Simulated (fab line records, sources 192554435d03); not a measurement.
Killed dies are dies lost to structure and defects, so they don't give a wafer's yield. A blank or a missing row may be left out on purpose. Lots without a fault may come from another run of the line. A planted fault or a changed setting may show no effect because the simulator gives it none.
Split-lot experiment | flow n5_finfet | 7 lots, 21 wafers read, on a route of 1938 steps

THE SPLIT
At N5_BEOL_M2_COAT_22 (resist thk 30 nm), the setting spin_rpm was moved away from the recipe's 1500 rpm on 7 of the 21 wafers read, by -9.2% to +2.9%. The other wafers ran this setting at the recipe's value.

FROM THE SPLIT TO THE READING: what the file shows between them, 4 steps
- N5_BEOL_M2_EXPOSE_25: exposes mask V1, defocus 5 nm (also split here: dose_mj)
- N5_BEOL_M2_PEB_26: peb time 60 s
- N5_BEOL_M2_DEVELOP_27: develop time 30 s
- N5_BEOL_M2_DESCUM_33: chemistry O2, time 7 s

THE READING
CAR-EUV_of_BEOL_M2_COAT_22.thk_nm (the simulator's own value, which no gauge read), in nm, at N5_BEOL_M2_ETCH_77 (etches underlayer in N2/H2, target depth 6.5 nm, time 5.2 s). The file gives no usual value for it. The 14 wafers here that ran the recipe average 20.4 nm, standard deviation 0.13 nm.

wafer  | tool, chamber at the split | spin_rpm as run, rpm | against the recipe | CAR-EUV_of_BEOL_M2_COAT_22.thk_nm, nm | against lot-mates on the recipe
L074.2 | litho_track-01, 0          | 1544                 | +2.9%              | 19.8                                  | -0.6
L074.3 | litho_track-01, 0          | 1500                 | recipe             | 20.4                                  | -
L074.5 | litho_track-01, 0          | 1500                 | recipe             | 20.4                                  | -
L076.1 | litho_track-03, 0          | 1500                 | recipe             | 20.2                                  | -
L076.4 | litho_track-03, 0          | 1413                 | -5.8%              | 21.2                                  | +1.0
L076.6 | litho_track-03, 0          | 1413                 | -5.8%              | 21.2                                  | +1.0
L077.1 | litho_track-03, 0          | 1500                 | recipe             | 20.4                                  | -
L077.4 | litho_track-03, 0          | 1500                 | recipe             | 20.4                                  | -
L077.6 | litho_track-03, 0          | 1500                 | recipe             | 20.4                                  | -
L081.3 | litho_track-03, 0          | 1362                 | -9.2%              | 21.8                                  | +1.6
L081.4 | litho_track-03, 0          | 1500                 | recipe             | 20.2                                  | -
L081.5 | litho_track-03, 0          | 1500                 | recipe             | 20.2                                  | -
L092.1 | litho_track-03, 0          | 1383                 | -7.8%              | 21.6                                  | +1.2
L092.6 | litho_track-03, 0          | 1383                 | -7.8%              | 21.6                                  | +1.2
L092.4 | litho_track-03, 0          | 1500                 | recipe             | 20.4                                  | -
L094.2 | litho_track-03, 0          | 1500                 | recipe             | 20.4                                  | -
L094.5 | litho_track-03, 0          | 1398                 | -6.8%              | 21.4                                  | +1.1
L094.6 | litho_track-03, 0          | 1500                 | recipe             | 20.2                                  | -
L097.1 | litho_track-03, 0          | 1500                 | recipe             | 20.6                                  | -
L097.5 | litho_track-03, 0          | 1500                 | recipe             | 20.6                                  | -
L097.3 | litho_track-03, 0          | 1500                 | recipe             | 20.4                                  | -

THE FIT
A straight line over all 21 wafers: CAR-EUV_of_BEOL_M2_COAT_22.thk_nm changes by -0.156 nm for each +1% of spin_rpm; r = -0.98; the points scatter about the line by 0.11 nm.
The same after taking each lot's own level away (the mean of its wafers on the recipe; 21 wafers): -0.166 nm for each +1%; r = -0.99; scatter 0.067 nm.
On that fit, the largest move of spin_rpm shifts the reading by 1.5 nm.
The lots' own levels span 20.20 to 20.53 nm, that is 2.6 times the standard deviation above.
So the lot-to-lot level changes the slope little: the two slopes agree.
Check: with one of the wafers moved furthest among these (-9.2%) left out of the fit, the line predicts +1.49 nm for it against its lot-mates. It came out at +1.6 nm against them.

OTHER SPLITS ON THESE WAFERS
These wafers also went through other splits before the reading. Each is held against what the fit with the lots' levels taken away leaves over:
other split on the same wafers    | wafers away from the commonest value | r with CAR-EUV_of_BEOL_M2_COAT_22.thk_nm (lot level and that fit taken away)
N5_BEOL_M0_SAQP_PECVD_96 time_s   | 8                                    | -0.21
N5_BEOL_M0_SAQP_COAT_08 spin_rpm  | 8                                    | +0.23
N5_BEOL_M0_CUTY_EXPOSE_54 dose_mj | 8                                    | -0.05
N5_BEOL_M0_ETCH_138 source_w      | 5                                    | -0.45
N5_BEOL_M2_EXPOSE_25 dose_mj      | 10                                   | +0.22

THE WHOLE CHAIN: every reading that the file lists as answering this split, in the file's order
step                  | what it does                                                | reading                                                                            | change (the file's fit)               | r (the file's)
N5_BEOL_M2_COAT_22    | resist thk 30 nm                                            | CAR-EUV_of_BEOL_M2_COAT_22.thk_nm (the simulator's own value, which no gauge read) | -0.152 nm for each +1% of the setting | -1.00
N5_BEOL_M2_DEVELOP_27 | develop time 30 s                                           | CAR-EUV_of_BEOL_M2_COAT_22.thk_nm (the simulator's own value, which no gauge read) | -0.16 nm for each +1% of the setting  | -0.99
N5_BEOL_M2_ETCH_77    | etches underlayer in N2/H2, target depth 6.5 nm, time 5.2 s | CAR-EUV_of_BEOL_M2_COAT_22.thk_nm (the simulator's own value, which no gauge read) | -0.167 nm for each +1% of the setting | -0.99

THE FILE'S OWN FIT
CAR-EUV_of_BEOL_M2_COAT_22.thk_nm changes by -0.167 nm for each +1% of spin_rpm, r = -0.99.
